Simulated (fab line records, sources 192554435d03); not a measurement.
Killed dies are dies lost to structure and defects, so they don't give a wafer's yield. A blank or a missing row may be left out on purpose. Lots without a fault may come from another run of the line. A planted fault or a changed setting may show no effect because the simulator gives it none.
Which tool did it? | flow n5_finfet | 24 lots, 72 wafers sampled, at 6 steps of a route of 1938

WHAT THE GAUGES READ, wafer by wafer
N5_BEOL_M0_SAQP_CD_MEAS_25: target cd 13.1 nm. Usual: cd_nm 12.82 nm, standard deviation 0.23.
lot  | measured     | on        | cd_nm (nm)        | flag
L074 | day 5 14:33  | cd_sem-01 | 12.47 12.25 12.82 |
L076 | day 5 22:55  | cd_sem-03 | 13.05 13.04 12.48 |
L075 | day 6 02:29  | cd_sem-03 | 12.70 12.73 12.75 |
L077 | day 6 10:19  | cd_sem-03 | 12.67 12.88 12.82 |
L078 | day 6 14:08  | cd_sem-03 | 13.04 12.70 12.42 |
L079 | day 7 05:38  | cd_sem-03 | 12.80 12.89 12.75 |
L080 | day 7 06:27  | cd_sem-03 | 13.01 12.76 13.13 |
L081 | day 7 12:10  | cd_sem-03 | 12.99 13.19 13.19 |
L083 | day 7 20:02  | cd_sem-01 | 12.82 12.81 12.99 |
L082 | day 7 23:16  | cd_sem-01 | 12.72 12.74 13.11 |
L084 | day 8 02:45  | cd_sem-01 | 12.60 12.61 13.19 |
L085 | day 8 07:38  | cd_sem-03 | 12.48 12.87 12.82 |
L086 | day 8 15:43  | cd_sem-01 | 12.80 12.74 12.72 |
L087 | day 8 18:52  | cd_sem-03 | 12.60 12.96 12.79 |
L088 | day 9 01:40  | cd_sem-03 | 12.85 12.98 12.96 |
L089 | day 9 07:35  | cd_sem-03 | 13.00 12.77 12.78 |
L090 | day 9 13:04  | cd_sem-03 | 13.35 12.78 12.27 |
L091 | day 9 17:46  | cd_sem-02 | 12.97 12.48 12.96 |
L092 | day 10 02:01 | cd_sem-02 | 12.72 12.39 12.54 |
L093 | day 10 12:26 | cd_sem-01 | 12.97 13.23 13.04 |
L094 | day 10 23:54 | cd_sem-01 | 12.78 13.14 12.75 |
L095 | day 11 02:44 | cd_sem-01 | 12.58 12.77 12.41 |
L096 | day 11 05:40 | cd_sem-03 | 12.74 13.04 12.64 |
L097 | day 11 09:31 | cd_sem-03 | 13.14 12.53 12.35 |

WHICH TOOL RAN EACH LOT (tool, then ch and the chambers of the sampled wafers, then the start)
lot  | N5_MOL_CONTACT_COAG_VIA_ETCH_117   | N5_MOL_CONTACT_COAG_STRIP_49         | N5_MOL_CONTACT_COAG_CVD_140   | N5_BEOL_M0_SAQP_PECVD_97        | N5_BEOL_M0_SAQP_ETCH_84
L074 | rie_diel-01 ch 0,2, day 5 04:35    | plasma_asher-02 ch 0,1, day 5 04:49  | cvd_w-02 ch 0,1, day 5 05:09  | pecvd-03 ch 0,1, day 5 11:47    | rie_diel-03 ch 0,1,3, day 5 12:40
L076 | rie_diel-01 ch 1,2, day 5 15:22    | plasma_asher-02 ch 0,1, day 5 15:34  | cvd_w-02 ch 0, day 5 15:51    | pecvd-03 ch 0,1,2, day 5 20:26  | rie_diel-04 ch 0,1,2, day 5 21:23
L075 | rie_diel-01 ch 1,2,3, day 5 16:01  | plasma_asher-01 ch 0,1, day 5 16:14  | cvd_w-01 ch 0,1, day 5 16:34  | pecvd-03 ch 0,1,2, day 6 00:14  | rie_diel-03 ch 0,1, day 6 00:53
L077 | rie_diel-01 ch 1,2, day 6 00:28    | plasma_asher-02 ch 0,1, day 6 00:41  | cvd_w-01 ch 0,1, day 6 01:01  | pecvd-03 ch 0,1,2, day 6 07:16  | rie_diel-03 ch 0,2,3, day 6 08:53
L078 | rie_diel-01 ch 0,2,3, day 6 05:37  | plasma_asher-01 ch 0,1, day 6 05:49  | cvd_w-02 ch 0,1, day 6 06:05  | pecvd-01 ch 1,2, day 6 10:59    | rie_diel-03 ch 2,3, day 6 11:55
L079 | rie_diel-01 ch 2,3, day 6 17:38    | plasma_asher-02 ch 0,1, day 6 17:50  | cvd_w-02 ch 0,1, day 6 18:07  | pecvd-02 ch 0,2, day 7 03:22    | rie_diel-03 ch 2,3, day 7 04:10
L080 | rie_diel-05 ch 0,1, day 6 21:03    | plasma_asher-02 ch 0,1, day 6 21:16  | cvd_w-02 ch 0,1, day 6 21:32  | pecvd-02 ch 0,1,2, day 7 03:52  | rie_diel-02 ch 0,3, day 7 04:32
L081 | rie_diel-06 ch 1,2,3, day 7 03:53  | plasma_asher-01 ch 1, day 7 04:05    | cvd_w-02 ch 0,1, day 7 04:22  | pecvd-02 ch 0,1,2, day 7 09:53  | rie_diel-04 ch 1,2,3, day 7 10:41
L083 | rie_diel-01 ch 1,2, day 7 12:27    | plasma_asher-02 ch 0,1, day 7 12:40  | cvd_w-01 ch 0,1, day 7 12:56  | pecvd-02 ch 0,2, day 7 17:34    | rie_diel-03 ch 1,2,3, day 7 18:14
L082 | rie_diel-05 ch 0,1,3, day 7 12:40  | plasma_asher-01 ch 0,1, day 7 12:53  | cvd_w-02 ch 0,1, day 7 13:10  | pecvd-03 ch 0,1,2, day 7 20:40  | rie_diel-03 ch 0,1,3, day 7 21:32
L084 | rie_diel-05 ch 2,3, day 7 15:58    | plasma_asher-02 ch 0,1, day 7 16:10  | cvd_w-01 ch 0, day 7 16:27    | pecvd-02 ch 0,1,2, day 8 00:05  | rie_diel-03 ch 2,3, day 8 00:53
L085 | rie_diel-01 ch 0,1,3, day 7 23:59  | plasma_asher-02 ch 0,1, day 8 00:11  | cvd_w-01 ch 0, day 8 00:29    | pecvd-03 ch 0,1, day 8 05:19    | rie_diel-04 ch 1,2, day 8 06:10
L086 | rie_diel-01 ch 1,3, day 8 05:32    | plasma_asher-02 ch 0,1, day 8 05:46  | cvd_w-01 ch 0,1, day 8 06:06  | pecvd-01 ch 0,1,2, day 8 12:26  | rie_diel-04 ch 0,1,2, day 8 13:16
L087 | rie_diel-06 ch 1,3, day 8 09:17    | plasma_asher-02 ch 0,1, day 8 09:29  | cvd_w-01 ch 1, day 8 09:47    | pecvd-03 ch 0,1,2, day 8 15:37  | rie_diel-04 ch 0,2,3, day 8 16:17
L088 | rie_diel-01 ch 0,1,3, day 8 18:16  | plasma_asher-01 ch 0,1, day 8 18:28  | cvd_w-01 ch 0,1, day 8 18:44  | pecvd-03 ch 0,1,2, day 8 23:22  | rie_diel-04 ch 0,1,3, day 9 00:11
L089 | rie_diel-06 ch 0,1,2, day 8 23:40  | plasma_asher-02 ch 0,1, day 8 23:53  | cvd_w-01 ch 0,1, day 9 00:13  | pecvd-03 ch 0,1,2, day 9 05:11  | rie_diel-02 ch 0,1, day 9 05:58
L090 | rie_diel-05 ch 0,2,3, day 9 04:40  | plasma_asher-01 ch 0, day 9 04:52    | cvd_w-01 ch 0,1, day 9 05:09  | pecvd-02 ch 0,1, day 9 10:44    | rie_diel-03 ch 0,2,3, day 9 11:35
L091 | rie_diel-06 ch 0,2,3, day 9 07:41  | plasma_asher-02 ch 0,1, day 9 07:53  | cvd_w-02 ch 0,1, day 9 08:10  | pecvd-01 ch 0,1,2, day 9 15:29  | rie_diel-04 ch 0,2, day 9 16:17
L092 | rie_diel-06 ch 0,1,3, day 9 16:41  | plasma_asher-01 ch 0,1, day 9 16:53  | cvd_w-01 ch 0,1, day 9 17:10  | pecvd-01 ch 0,1, day 9 22:12    | rie_diel-04 ch 0,1,3, day 9 23:00
L093 | rie_diel-05 ch 1,2,3, day 10 04:31 | plasma_asher-01 ch 0,1, day 10 04:43 | cvd_w-02 ch 0,1, day 10 05:01 | pecvd-02 ch 0,1, day 10 09:54   | rie_diel-02 ch 0,1,2, day 10 10:50
L094 | rie_diel-05 ch 1,3, day 10 15:44   | plasma_asher-01 ch 0,1, day 10 15:56 | cvd_w-02 ch 0,1, day 10 16:13 | pecvd-03 ch 1,2, day 10 21:14   | rie_diel-04 ch 0,1,2, day 10 22:23
L095 | rie_diel-05 ch 1,3, day 10 18:34   | plasma_asher-01 ch 0,1, day 10 18:46 | cvd_w-02 ch 0,1, day 10 19:04 | pecvd-02 ch 1,2, day 11 00:11   | rie_diel-03 ch 2,3, day 11 01:03
L096 | rie_diel-06 ch 0,2, day 10 22:13   | plasma_asher-01 ch 0,1, day 10 22:25 | cvd_w-02 ch 0,1, day 10 22:41 | pecvd-02 ch 1, day 11 03:11     | rie_diel-04 ch 1,2,3, day 11 04:06
L097 | rie_diel-01 ch 1,2,3, day 11 01:14 | plasma_asher-02 ch 0, day 11 01:27   | cvd_w-02 ch 0,1, day 11 01:44 | pecvd-03 ch 0,1,2, day 11 07:22 | rie_diel-02 ch 1,2,3, day 11 08:02
- N5_MOL_CONTACT_COAG_VIA_ETCH_117: etches SiO2 in C4F6/O2, target depth 40 nm, overetch 8 nm, time 26 s.
- N5_MOL_CONTACT_COAG_STRIP_49: strips in N2/H2, time 30 s.
- N5_MOL_CONTACT_COAG_CVD_140: deposits W, target thk 66.5 nm, time 215 s.
- N5_BEOL_M0_SAQP_PECVD_97: deposits SiNx from SiH4/NH3/N2, target thk 23 nm, time 19.9 s.
- N5_BEOL_M0_SAQP_ETCH_84: etches SOC in N2/H2, target depth 100 nm, overetch 20 nm, time 150 s.

WHAT THE TOOLS THEMSELVES READ (means of the sampled wafers that have a number; where no wafer has one, the mark that the record gives instead)
N5_MOL_CONTACT_COAG_VIA_ETCH_117. Usual: drypump_motor_current_A 5.6 A, standard deviation 0.44; mfc_ar_sccm 300.0 sccm, standard deviation 0.95; oes_o_777_au 0.78 a.u., standard deviation 0.072; oes_product_au 0.69 a.u., standard deviation 0.064; rf_vpp_V 1581 V, standard deviation 48; showerhead_plenum_p_Torr 2.86 Torr, standard deviation 0.086; throttle_valve_pct 41.0 %, standard deviation 0.46.
lot  | tool        | drypump_motor_current_A (A) | mfc_ar_sccm (sccm) | oes_o_777_au (a.u.) | oes_product_au (a.u.) | rf_vpp_V (V) | showerhead_plenum_p_Torr (Torr) | throttle_valve_pct (%) | flag
L074 | rie_diel-01 | 5.3                         | 299.6              | 0.83                | 0.73                  | 1558         | 2.90                            | 40.8                   |
L076 | rie_diel-01 | 5.8                         | 300.9              | 0.79                | 0.69                  | 1543         | 2.81                            | 41.5                   |
L075 | rie_diel-01 | 6.0                         | 300.1              | 0.77                | 0.68                  | 1552         | 2.86                            | 40.9                   |
L077 | rie_diel-01 | 5.8                         | 300.8              | 0.79                | 0.69                  | 1542         | 2.81                            | 41.5                   |
L078 | rie_diel-01 | 5.7                         | 300.1              | 0.76                | 0.68                  | 1556         | 2.91                            | 40.7                   |
L079 | rie_diel-01 | 5.8                         | 300.7              | 0.78                | 0.70                  | 1562         | 2.90                            | 40.6                   |
L080 | rie_diel-05 | 5.3                         | 300.8              | 0.80                | 0.71                  | 1633         | 2.93                            | 40.5                   |
L081 | rie_diel-06 | 5.6                         | 300.9              | 0.89                | 0.78                  | 1566         | 2.85                            | 40.9                   |
L083 | rie_diel-01 | 5.5                         | 300.1              | 0.80                | 0.71                  | 1551         | 2.84                            | 41.2                   |
L082 | rie_diel-05 | 5.3                         | 300.0              | 0.79                | 0.71                  | 1643         | 2.86                            | 40.8                   |
L084 | rie_diel-05 | 5.1                         | 300.1              | 0.72                | 0.70                  | 1659         | 2.90                            | 41.2                   |
L085 | rie_diel-01 | 5.9                         | 300.1              | 0.73                | 0.64                  | 1544         | 2.86                            | 41.1                   |
L086 | rie_diel-01 | 6.4                         | 299.0              | 0.71                | 0.64                  | 1550         | 2.86                            | 40.8                   |
L087 | rie_diel-06 | 5.6                         | 301.5              | 0.87                | 0.79                  | 1551         | 2.85                            | 40.8                   |
L088 | rie_diel-01 | 5.9                         | 300.5              | 0.73                | 0.63                  | 1545         | 2.86                            | 41.1                   |
L089 | rie_diel-06 | 5.7                         | 300.0              | 0.88                | 0.75                  | 1572         | 2.76                            | 41.1                   |
L090 | rie_diel-05 | 5.2                         | 300.5              | 0.72                | 0.68                  | 1635         | 2.84                            | 41.1                   |
L091 | rie_diel-06 | 5.6                         | 300.3              | 0.81                | 0.69                  | 1574         | 2.82                            | 41.1                   |
L092 | rie_diel-06 | 5.5                         | 299.0              | 0.81                | 0.72                  | 1560         | 2.82                            | 41.0                   |
L093 | rie_diel-05 | 5.2                         | 300.6              | 0.75                | 0.70                  | 1666         | 2.90                            | 40.9                   |
L094 | rie_diel-05 | 5.3                         | 299.3              | 0.79                | 0.73                  | 1674         | 2.92                            | 40.6                   |
L095 | rie_diel-05 | 5.3                         | 299.1              | 0.79                | 0.72                  | 1674         | 2.92                            | 40.6                   |
L096 | rie_diel-06 | 5.8                         | 299.6              | 0.85                | 0.71                  | 1586         | 2.75                            | 41.3                   |
L097 | rie_diel-01 | 6.0                         | 299.2              | 0.73                | 0.65                  | 1551         | 2.84                            | 41.0                   |

N5_MOL_CONTACT_COAG_STRIP_49. Usual: drypump_motor_current_A 5.9 A, standard deviation 0.47; heater_power_w 332 W, standard deviation 34.
lot  | tool            | drypump_motor_current_A (A) | heater_power_w (W) | flag
L074 | plasma_asher-02 | 6.1                         | 318                |
L076 | plasma_asher-02 | 6.3                         | 324                |
L075 | plasma_asher-01 | 5.6                         | 358                |
L077 | plasma_asher-02 | 6.4                         | 322                |
L078 | plasma_asher-01 | 5.6                         | 358                |
L079 | plasma_asher-02 | 6.1                         | 321                |
L080 | plasma_asher-02 | 6.1                         | 312                |
L081 | plasma_asher-01 | 5.7                         | 391                |
L083 | plasma_asher-02 | 6.4                         | 322                |
L082 | plasma_asher-01 | 5.4                         | 334                |
L084 | plasma_asher-02 | 6.3                         | 316                |
L085 | plasma_asher-02 | 6.3                         | 322                |
L086 | plasma_asher-02 | 6.4                         | 321                |
L087 | plasma_asher-02 | 6.3                         | 324                |
L088 | plasma_asher-01 | 5.4                         | 333                |
L089 | plasma_asher-02 | 6.3                         | 324                |
L090 | plasma_asher-01 | 5.3                         | 310                |
L091 | plasma_asher-02 | 6.1                         | 314                |
L092 | plasma_asher-01 | 5.4                         | 334                |
L093 | plasma_asher-01 | 5.6                         | 364                |
L094 | plasma_asher-01 | 5.6                         | 365                |
L095 | plasma_asher-01 | 5.5                         | 365                |
L096 | plasma_asher-01 | 5.6                         | 363                |
L097 | plasma_asher-02 | 5.8                         | 300                |

N5_MOL_CONTACT_COAG_CVD_140. Usual: heater_power_w 507 W, standard deviation 46.
lot  | tool     | heater_power_w (W) | flag
L074 | cvd_w-02 | 496                |
L076 | cvd_w-02 | 561                |
L075 | cvd_w-01 | 515                |
L077 | cvd_w-01 | 485                |
L078 | cvd_w-02 | 524                |
L079 | cvd_w-02 | 490                |
L080 | cvd_w-02 | 494                |
L081 | cvd_w-02 | 526                |
L083 | cvd_w-01 | 507                |
L082 | cvd_w-02 | 528                |
L084 | cvd_w-01 | 533                |
L085 | cvd_w-01 | 532                |
L086 | cvd_w-01 | 513                |
L087 | cvd_w-01 | 464                |
L088 | cvd_w-01 | 524                |
L089 | cvd_w-01 | 510                |
L090 | cvd_w-01 | 490                |
L091 | cvd_w-02 | 529                |
L092 | cvd_w-01 | 490                |
L093 | cvd_w-02 | 531                |
L094 | cvd_w-02 | 532                |
L095 | cvd_w-02 | 494                |
L096 | cvd_w-02 | 500                |
L097 | cvd_w-02 | 532                |

N5_BEOL_M0_SAQP_PECVD_97. Usual: heater_power_w 572 W, standard deviation 78; showerhead_plenum_p_Torr 5.11 Torr, standard deviation 0.045; showerhead_vpp_V 1074 V, standard deviation 53; throttle_valve_pct 41.0 %, standard deviation 2.5.
lot  | tool     | heater_power_w (W) | showerhead_plenum_p_Torr (Torr) | showerhead_vpp_V (V) | throttle_valve_pct (%) | flag
L074 | pecvd-03 | 661                | 5.07                            | 1118                 | 42.5                   |
L076 | pecvd-03 | 625                | 5.10                            | 1127                 | 41.4                   |
L075 | pecvd-03 | 620                | 5.10                            | 1120                 | 41.4                   |
L077 | pecvd-03 | 638                | 5.10                            | 1118                 | 41.5                   |
L078 | pecvd-01 | 541                | 5.11                            | 1032                 | 39.5                   |
L079 | pecvd-02 | 476                | 5.11                            | 1045                 | 39.6                   |
L080 | pecvd-02 | 548                | 5.14                            | 1036                 | 39.9                   |
L081 | pecvd-02 | 503                | 5.13                            | 1040                 | 40.0                   |
L083 | pecvd-02 | 587                | 5.15                            | 1015                 | 40.0                   |
L082 | pecvd-03 | 603                | 5.10                            | 1126                 | 41.6                   |
L084 | pecvd-02 | 511                | 5.13                            | 1026                 | 39.8                   |
L085 | pecvd-03 | 649                | 5.09                            | 1102                 | 43.2                   |
L086 | pecvd-01 | 568                | 5.10                            | 1053                 | 42.6                   |
L087 | pecvd-03 | 648                | 5.10                            | 1113                 | 41.7                   |
L088 | pecvd-03 | 609                | 5.09                            | 1125                 | 41.4                   |
L089 | pecvd-03 | 585                | 5.09                            | 1130                 | 41.3                   |
L090 | pecvd-02 | 480                | 5.12                            | 1050                 | 39.7                   |
L091 | pecvd-01 | 584                | 5.10                            | 1049                 | 42.5                   |
L092 | pecvd-01 | 629                | 5.08                            | 1080                 | 45.3                   |
L093 | pecvd-02 | 451                | 5.10                            | 1051                 | 39.6                   |
L094 | pecvd-03 | 577                | 5.12                            | 1103                 | 42.1                   |
L095 | pecvd-02 | 537                | 5.14                            | 1024                 | 38.7                   |
L096 | pecvd-02 | 498                | 5.15                            | 1046                 | 39.9                   |
L097 | pecvd-03 | 598                | 5.10                            | 1103                 | 41.4                   |

N5_BEOL_M0_SAQP_ETCH_84. Usual: drypump_motor_current_A 5.6 A, standard deviation 0.38; oes_product_au 0.69 a.u., standard deviation 0.076; rf_vpp_V 524.5 V, standard deviation 2; showerhead_plenum_p_Torr 2.57 Torr, standard deviation 0.067; throttle_valve_pct 17.9 %, standard deviation 0.32.
lot  | tool        | drypump_motor_current_A (A) | oes_product_au (a.u.) | rf_vpp_V (V) | showerhead_plenum_p_Torr (Torr) | throttle_valve_pct (%) | flag
L074 | rie_diel-03 | 5.5                         | 0.64                  | 523.0        | 2.52                            | 18.0                   |
L076 | rie_diel-04 | 5.8                         | 0.68                  | 525.8        | 2.63                            | 18.1                   |
L075 | rie_diel-03 | 5.1                         | 0.61                  | 522.6        | 2.51                            | 18.1                   |
L077 | rie_diel-03 | 5.7                         | 0.69                  | 524.8        | 2.54                            | 17.7                   |
L078 | rie_diel-03 | 5.7                         | 0.75                  | 524.6        | 2.56                            | 17.6                   |
L079 | rie_diel-03 | 5.9                         | 0.73                  | 524.5        | 2.55                            | 17.7                   |
L080 | rie_diel-02 | 5.3                         | 0.66                  | 523.0        | 2.50                            | 18.0                   |
L081 | rie_diel-04 | 5.5                         | 0.67                  | 525.4        | 2.63                            | 18.1                   |
L083 | rie_diel-03 | 5.5                         | 0.77                  | 524.1        | 2.53                            | 17.8                   |
L082 | rie_diel-03 | 5.5                         | 0.80                  | 523.7        | 2.52                            | 17.8                   |
L084 | rie_diel-03 | 5.9                         | 0.72                  | 524.1        | 2.55                            | 17.8                   |
L085 | rie_diel-04 | 5.7                         | 0.70                  | 525.3        | 2.63                            | 18.0                   |
L086 | rie_diel-04 | 5.8                         | 0.67                  | 525.4        | 2.62                            | 18.1                   |
L087 | rie_diel-04 | 5.6                         | 0.67                  | 527.6        | 2.66                            | 18.0                   |
L088 | rie_diel-04 | 5.7                         | 0.64                  | 524.8        | 2.61                            | 18.3                   |
L089 | rie_diel-02 | 5.9                         | 0.70                  | 522.3        | 2.48                            | 17.9                   |
L090 | rie_diel-03 | 5.7                         | 0.76                  | 523.6        | 2.53                            | 17.6                   |
L091 | rie_diel-04 | 5.7                         | 0.70                  | 527.9        | 2.67                            | 17.9                   |
L092 | rie_diel-04 | 5.7                         | 0.63                  | 524.5        | 2.61                            | 18.3                   |
L093 | rie_diel-02 | 5.8                         | 0.68                  | 524.1        | 2.53                            | 17.8                   |
L094 | rie_diel-04 | 5.8                         | 0.66                  | 524.8        | 2.61                            | 18.1                   |
L095 | rie_diel-03 | 5.9                         | 0.71                  | 523.5        | 2.54                            | 17.8                   |
L096 | rie_diel-04 | 5.5                         | 0.65                  | 525.6        | 2.62                            | 18.1                   |
L097 | rie_diel-02 | 5.7                         | 0.63                  | 523.2        | 2.55                            | 17.9                   |

THE ANSWER, worked out from the rows above alone
Rule: a lot is off if the mean of its wafers that have a number lies more than 3 standard deviations from the usual mean. A lot without any number at a reading at which 4 lots or more have one is off too. The other lots that the step has rows for count as sound. The gauges are gone through in route order, then the tools' own readings, and for those a lot's mean is taken as printed above. The first step at which some lot is off is used, and at that step the reading that is off furthest; a lot without a number counts as furthest.
No lot is off at any reading shown: from this, nothing can be told.

WHAT THE SIMULATOR HAD PUT IN
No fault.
